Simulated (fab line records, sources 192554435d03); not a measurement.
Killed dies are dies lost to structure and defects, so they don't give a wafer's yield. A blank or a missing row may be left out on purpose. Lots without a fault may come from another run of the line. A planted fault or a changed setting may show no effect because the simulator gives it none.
fab line records | flow n5_finfet
record lots=11 wafers=33 last_day=17
route steps=1938 shown MOL_CONTACT_COAG@586 PASSIVATION@1936
lots that met no fault: from a run of the same line without faults
start_h: hours from the record's first day to the start of the lot's first wafer shown | wait_h: hours since the lot's step before | " the same as in the row above | L1.1+2: a row that stands for several wafers | - no value, or no start given | * or withheld: withheld | < > ~ a bound
route shown NAME@n: a module of which the file shows steps, and the number in the route of the first | usual: mean/standard deviation of fault-free wafers | same: alike in all rows | chamber/n: place in a boat | sites: the reading at each site | _std_site: their standard deviation | _edge_site: outer sites' mean less inner sites' | radius_mm: how far each site lies from the wafer's centre | mask NAME#n: copy n | behind: the tool/chamber that last shaped the wafer | hold: why the lot was held/for how many hours/how that ended | device: the transistor (n, p or np) that didn't switch | end of line: the same wafers' tests at the end of the route | a step without rows: its recipe alone | killed: dies lost to structure and defects at the first sort, not the wafer's yield | map: a wafer's dies, x killed, . not, _ none there
set.NAME: the setting as run; set.NAME@STEP: as run at that earlier step | model.NAME: the simulator's own value behind a step, which no gauge read
steps of the route over a sample of lots; a table a step, a row a wafer
services: from which hour (start_h, from the record's first day; less than 0 if before it) a tool's chamber was out of use, for how many hours, and why
## steps
# step N5_MOL_CONTACT_COAG_VIA_ETCH_46
# recipe chemistry=C4F6/O2 target_depth_a=460 overetch_a=92 mask_material=SOC target=SiO2 bias_w=455 pressure_mtorr=10 time_s=40 source_w=325 Ar_flow_sccm=300 C4F6_flow_sccm=10 O2_flow_sccm=10 ion_energy_ev=575.3 ends=end_point
# usual drypump_motor_current_A=5.4/0.56 oes_o_777_au=0.77/0.092 oes_product_au=0.69/0.083 rf_fwd_power_W=323.0/1.1 rf_vpp_V=1594/47 showerhead_plenum_p_Torr=2.81/0.091 throttle_valve_pct=41.0/0.64
# columns lot.wafer tool chamber start_h wait_h drypump_motor_current_A oes_o_777_au oes_product_au rf_fwd_power_W rf_hours_counter_h rf_vpp_V showerhead_plenum_p_Torr throttle_valve_pct
L682.3 rie_diel-04 2 102.07 0.0 5.3 0.77 0.65 321.6 161 1541 2.72 40.9
L682.4 " 0 " " 5.5 0.69 0.63 322.8 221 1613 2.81 41.4
L682.5 " 1 " " 5.4 0.68 0.62 323.6 - 1613 2.67 39.9
L683.2 rie_diel-05 3 105.66 0.0 4.9 0.79 0.67 325.8 158 1527 2.74 41.1
L683.4 " 0 " " 5.9 0.66 0.60 324.5 244 1606 2.78 40.1
L683.6 " 1 " " 6.4 0.74 0.69 322.3 - 1603 2.75 41.6
L684.2 rie_diel-05 0 113.19 0.0 6.0 0.66 0.61 323.3 247 1606 2.78 40.1
L684.5 " 2 " " 5.2 0.86 0.77 321.8 - 1599 2.90 40.5
L684.6 " 1 " " 6.4 0.74 0.70 324.9 - 1602 2.75 41.6
L686.1 rie_diel-04 1 121.55 0.0 5.3 0.68 0.62 323.7 236 1614 2.67 39.9
L686.2 " 3 " " 4.9 0.68 0.66 324.8 177 1679 2.96 42.0
L686.6 " 0 " " 5.4 0.69 0.64 322.1 - 1613 2.81 41.5
L688.1 rie_diel-04 3 132.56 0.0 4.9 0.68 0.65 323.2 182 1678 2.96 42.0
L688.3 " 1 " " 5.3 0.67 0.60 322.7 241 1614 2.66 39.9
L688.5 " 1 " " 5.3 0.67 0.61 322.7 - 1615 2.66 40.0
L694.1 rie_diel-01 3 175.20 0.0 4.9 0.69 0.60 321.6 243 1596 2.76 40.0
L694.2 " 2 " " 6.3 0.65 0.60 321.1 240 1547 2.78 40.2
L694.5 " 2 " " 6.3 0.65 0.60 322.2 - 1547 2.78 40.2
L695.1 rie_diel-01 3 180.78 0.0 4.9 0.68 0.60 322.7 245 1596 2.76 40.0
L695.4 " 2 " " 6.3 0.65 0.60 322.2 242 1546 2.78 40.2
L695.6 " 3 " " 4.8 0.69 0.62 323.0 - 1597 2.76 40.0
L698.2 rie_diel-04 3 193.99 0.0 4.9 0.66 0.61 322.4 209 1677 2.95 42.0
L698.5 " 1 " " 5.3 0.92 0.83 323.9 - 1639 2.99 40.5
L698.6 " 3 " " 4.9 0.67 0.63 323.5 - 1676 2.95 42.0
L700.2 rie_diel-05 1 209.53 0.0 6.4 0.71 0.66 322.9 181 1601 2.74 41.6
L700.3 " 2 " " 5.2 0.82 0.72 323.9 77 1598 2.88 40.5
L700.5 " 3 " " 4.8 0.76 0.65 323.2 - 1524 2.72 41.1
L704.3 rie_diel-01 0 232.63 0.0 4.9 0.84 0.79 321.6 33 1658 2.80 41.5
L704.5 " 0 " " 4.9 0.85 0.80 322.9 - 1659 2.80 41.5
L704.6 " 1 " " 4.7 0.72 0.64 323.6 - 1538 2.93 41.5
L705.1 rie_diel-05 2 237.93 0.0 5.2 0.81 0.72 321.3 87 1597 2.87 40.6
L705.2 " 3 " " 4.9 0.74 0.63 322.8 207 1526 2.72 41.1
L705.6 " 3 " " 4.9 0.74 0.64 323.8 - 1524 2.72 41.1
# step N5_MOL_CONTACT_COAG_ETCH_65
# recipe chemistry=N2/H2 target=underlayer target_depth_a=130 mask_material=CAR-EUV time_s=10.4 ion_energy_ev=200 pressure_mtorr=30 source_w=840 bias_w=150 n2_flow_sccm=200 h2_flow_sccm=200 ends=cleared
# usual drypump_motor_current_A=5.3/0.53 etch_rf_on_time_s=10.56/0.28 oes_product_au=0.65/0.089 rf_fwd_power_W=819.2/2.3 rf_vpp_V=523.5/2.5 showerhead_plenum_p_Torr=2.52/0.08 throttle_valve_pct=17.84/0.25
# columns lot.wafer tool chamber start_h wait_h drypump_motor_current_A etch_rf_on_time_s oes_product_au rf_fwd_power_W rf_hours_counter_h rf_vpp_V showerhead_plenum_p_Torr throttle_valve_pct
L682.3 rie_diel-05 3 103.11 0.0 4.9 10.23 0.65 818.8 156 520.6 2.44 17.87
L682.4 " 2 " " 5.3 10.27 0.75 818.9 38 527.8 2.58 17.28
L682.5 " 2 " " 5.2 10.17 0.75 816.2 - 526.6 2.58 17.29
L683.2 rie_diel-01 3 107.43 0.0 4.9 10.54 0.59 816.5 223 523.5 2.52 17.77
L683.4 " 0 " " 4.9 10.40 0.58 819.9 - 524.2 2.48 17.76
L683.6 " 3 " " 4.9 10.52 0.58 821.0 - 523.8 2.52 17.77
L684.2 rie_diel-04 1 114.25 0.0 5.3 10.89 0.57 818.6 232 520.7 2.40 17.95
L684.5 " 1 " " 5.4 10.85 0.58 818.4 - 521.3 2.40 17.94
L684.6 " 0 " " 5.5 10.48 0.61 818.5 - 523.3 2.51 18.33
L686.1 rie_diel-04 0 123.51 0.0 5.5 10.45 0.60 819.5 230 523.0 2.51 18.30
L686.2 " 3 " " 4.9 10.80 0.61 818.2 178 527.5 2.62 18.04
L686.6 " 0 " " 5.5 10.44 0.60 818.1 - 524.6 2.51 18.32
L688.1 rie_diel-01 1 133.37 0.0 4.7 10.43 0.63 821.0 178 526.6 2.63 17.93
L688.3 " 2 " " 6.3 10.97 0.57 821.3 224 524.3 2.52 18.01
L688.5 " 2 " " 6.3 11.01 0.57 821.9 - 523.6 2.52 18.01
L694.1 rie_diel-01 3 176.02 0.0 4.8 10.67 0.57 817.7 244 521.0 2.51 17.81
L694.2 " 0 " " 4.9 10.43 0.81 821.0 8 521.2 2.47 17.48
L694.5 " 3 " " 4.9 10.66 0.58 815.6 - 522.9 2.51 17.81
L695.1 rie_diel-01 0 181.59 0.0 4.9 10.42 0.81 823.8 10 523.5 2.47 17.50
L695.4 " 3 " " 4.9 10.71 0.56 818.7 245 521.7 2.51 17.81
L695.6 " 1 " " 4.8 10.54 0.61 820.4 - 526.5 2.62 17.95
L698.2 rie_diel-05 1 194.93 0.0 6.4 11.18 0.61 822.0 176 520.3 2.45 18.07
L698.5 " 3 " " 4.9 10.38 0.62 819.1 - 520.6 2.42 17.93
L698.6 " 2 " " 5.2 10.26 0.71 819.0 - 522.9 2.56 17.33
L700.2 rie_diel-01 1 210.34 0.0 4.7 10.48 0.61 818.9 210 524.9 2.62 17.98
L700.3 " 2 " " 6.3 10.95 0.56 819.3 254 522.5 2.51 18.08
L700.5 " 0 " " 4.9 10.40 0.77 819.5 - 521.5 2.46 17.52
L704.3 rie_diel-05 1 233.61 0.0 6.4 11.14 0.61 817.6 190 520.4 2.45 18.08
L704.5 " 2 " " 5.2 10.24 0.69 816.2 - 525.9 2.56 17.38
L704.6 " 3 " " 4.9 10.23 0.62 822.5 - 519.5 2.42 17.95
L705.1 rie_diel-05 2 238.75 0.0 5.2 10.27 0.69 814.1 87 524.3 2.56 17.37
L705.2 " 3 " " 4.9 10.18 0.62 823.3 207 519.6 2.42 17.95
L705.6 " 3 " " 4.9 10.27 0.62 818.5 - 520.2 2.42 17.95
# step N5_MOL_CONTACT_COAG_STRIP_49
# recipe chemistry=N2/H2 time_s=30 power_w=1000 temp_c=250 pressure_mtorr=withheld n2_flow_sccm=1750 h2_flow_sccm=3250
# usual drypump_motor_current_A=5.4/0.4 h2_flow_sccm=3250/9.1 heater_power_w=313/10
# columns lot.wafer tool chamber start_h wait_h drypump_motor_current_A h2_flow_sccm heater_power_w rf_hours_counter_h
L682.3 plasma_asher-01 1 103.90 - 4.9 3245 308 -
L682.4 " 0 " " 5.8 3244 306 -
L682.5 " 1 " " 4.9 3230 300 -
L683.2 plasma_asher-02 0 108.07 - 5.1 3244 329 95
L683.4 " 1 " " 5.7 3239 318 -
L683.6 " 0 " " 5.1 3239 337 -
L684.2 plasma_asher-01 0 114.91 - 5.8 3255 310 47
L684.5 " 1 " " 4.9 3253 308 -
L684.6 " 0 " " 5.8 3262 309 -
L686.1 plasma_asher-01 1 125.07 - 4.9 3259 300 48
L686.2 " 0 " " 5.8 3265 301 48
L686.6 " 1 " " 4.9 3257 305 -
L688.1 plasma_asher-01 0 134.01 - 5.8 3254 312 50
L688.3 " 0 " " 5.8 3259 306 -
L688.5 " 1 " " 4.9 3260 305 -
L694.1 plasma_asher-02 1 176.66 - - - - -
L694.2 " 0 " " - - - -
L694.5 " 0 " " - - - -
L695.1 plasma_asher-02 1 182.23 - - - - -
L695.4 " 1 " " - - - -
L695.6 " 1 " " - - - -
L698.2 plasma_asher-01 0 195.57 - 5.8 3254 303 62
L698.5 " 0 " " 5.8 3231 316 -
L698.6 " 1 " " 4.9 3227 306 -
L700.2 plasma_asher-01 1 211.20 - 4.9 3245 307 66
L700.3 " 1 " " 4.9 3230 309 -
L700.5 " 1 " " 4.9 3257 311 -
L704.3 plasma_asher-02 0 234.32 - 5.1 3247 330 -
L704.5 " 0 " " 5.1 3253 329 -
L704.6 " 1 " " 5.7 3246 316 -
L705.1 plasma_asher-01 0 239.56 - 5.8 3249 305 71
L705.2 " 1 " " 4.9 3251 309 71
L705.6 " 1 " " 4.9 3255 310 -
# step N5_MOL_CONTACT_COAG_THK_MEAS_53
# recipe reads=SiO2_of_MOL_CONTACT_COAG_PECVD_31
# usual VIA_MOL_THK=43.7/0.63
# columns lot.wafer tool chamber start_h wait_h VIA_MOL_THK[nm]
L682.3 film_metro-01 - 104.78 - 43.1
L682.4 " - " " 43.3
L682.5 " - " " 44.1
L683.2 film_metro-02 - 108.96 - 43.5
L683.4 " - " " 44.6
L683.6 " - " " 43.9
L684.2 film_metro-01 - 115.81 - 44.0
L684.5 " - " " 44.1
L684.6 " - " " 44.5
L686.1 film_metro-02 - 125.97 - 44.3
L686.2 " - " " 44.1
L686.6 " - " " 44.4
L688.1 film_metro-02 - 134.90 - 43.7
L688.3 " - " " 43.6
L688.5 " - " " 44.0
L694.1 film_metro-01 - 177.55 - 43.2
L694.2 " - " " 43.3
L694.5 " - " " 43.4
L695.1 film_metro-01 - 183.46 - 43.6
L695.4 " - " " 43.5
L695.6 " - " " 44.5
L698.2 film_metro-01 - 196.47 - 42.3
L698.5 " - " " 43.6
L698.6 " - " " 43.5
L700.2 film_metro-01 - 212.10 - 43.1
L700.3 " - " " 43.3
L700.5 " - " " 43.9
L704.3 film_metro-01 - 235.20 - 43.8
L704.5 " - " " 44.8
L704.6 " - " " 44.6
L705.1 film_metro-01 - 240.45 - 44.3
L705.2 " - " " 42.8
L705.6 " - " " 44.0
# step N5_PASSIVATION_PROBE_49
# usual killed_at_M0_to_M3=35/11 killed_at_M4_up=13/5.7 killed_at_contacts=12/5.7 killed_at_front_end=40/11 killed_at_other=4/4.4 killed_dies=105/18 killed_open=68/14 killed_short=34/7.4
# same gross_dies=1180 killed_at_back_side=0
# columns lot.wafer tool chamber start_h wait_h killed_at_M0_to_M3 killed_at_M4_up killed_at_contacts killed_at_front_end killed_at_other killed_dies killed_open killed_short
L694.1 prober-01 - 327.48 0.0 49 11 24 49 4 137 87 38
# killed by level:class
L694.1 MOL_CONTACT_COAG:geometric_particle:open=21 BEOL_M0_SAQP:geometric_particle:open=19 BEOL_M0_SAQP:geometric_particle:short=13 FIN_SAQP:geometric_particle:open=11 FIN_SAQP:geometric_particle:short=9 HKMG_FIN:area_etch=8 STI_FIN_REVEAL:geometric_particle:open=7 BEOL_M3:geometric_particle:open=7
## services
# columns tool chamber start_h hours kind
plasma_asher-01 - 96.63 1.2 repair
rie_diel-01 - 102.19 4.3 pm
rie_diel-01 2 107.31 5.2 repair
rie_diel-01 - 114.81 14.6 pm
rie_diel-05 0 119.05 - clean
rie_diel-05 0 119.05 - consumable_replace:focus_ring
rie_diel-05 0 119.05 23.4 scheduled_down
rie_diel-05 0 119.05 23.4 vent_cycle
rie_diel-05 2 120.99 4.6 repair
rie_diel-01 0 141.86 - clean
rie_diel-01 0 141.86 - consumable_replace:focus_ring
rie_diel-01 0 141.86 13.6 scheduled_down
rie_diel-01 0 141.86 13.6 vent_cycle
rie_diel-04 1 152.74 6.5 repair
rie_diel-04 1 165.36 - clean
rie_diel-04 1 165.36 - consumable_replace:focus_ring
rie_diel-01 3 197.18 - clean
rie_diel-01 3 197.18 - consumable_replace:focus_ring
rie_diel-01 3 197.18 15.6 scheduled_down
rie_diel-01 3 197.18 15.6 vent_cycle
rie_diel-01 2 212.78 - clean
rie_diel-01 2 212.78 - consumable_replace:focus_ring
rie_diel-01 2 212.78 15.4 scheduled_down
rie_diel-01 2 212.78 15.4 vent_cycle
## key
first_sign step=N5_MOL_CONTACT_COAG_STRIP_49 reading=tool_record direction=missing
effect none on later readings
met_at N5_MOL_CONTACT_COAG_STRIP_49
struck_lots L694,L695
tester_left_out L694,L695
not_acting_at N5_MOL_CONTACT_COAG_VIA_ETCH_46,N5_MOL_CONTACT_COAG_ETCH_65,N5_MOL_CONTACT_COAG_THK_MEAS_53
onset_between 108.07 176.66
fault kind=skipped_step_whole tool=plasma_asher-02 chamber=- onset_h=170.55 steps=N5_MOL_CONTACT_COAG_STRIP_49 scope=struck_lots_only
# tester_left_out: of these lots the tester's yield and bins aren't shown, on N5 and GAA mostly nor the transistor test; their killed dies are dies lost to structure and defects alone, not to doping, threshold or leakage, so they don't give the yield
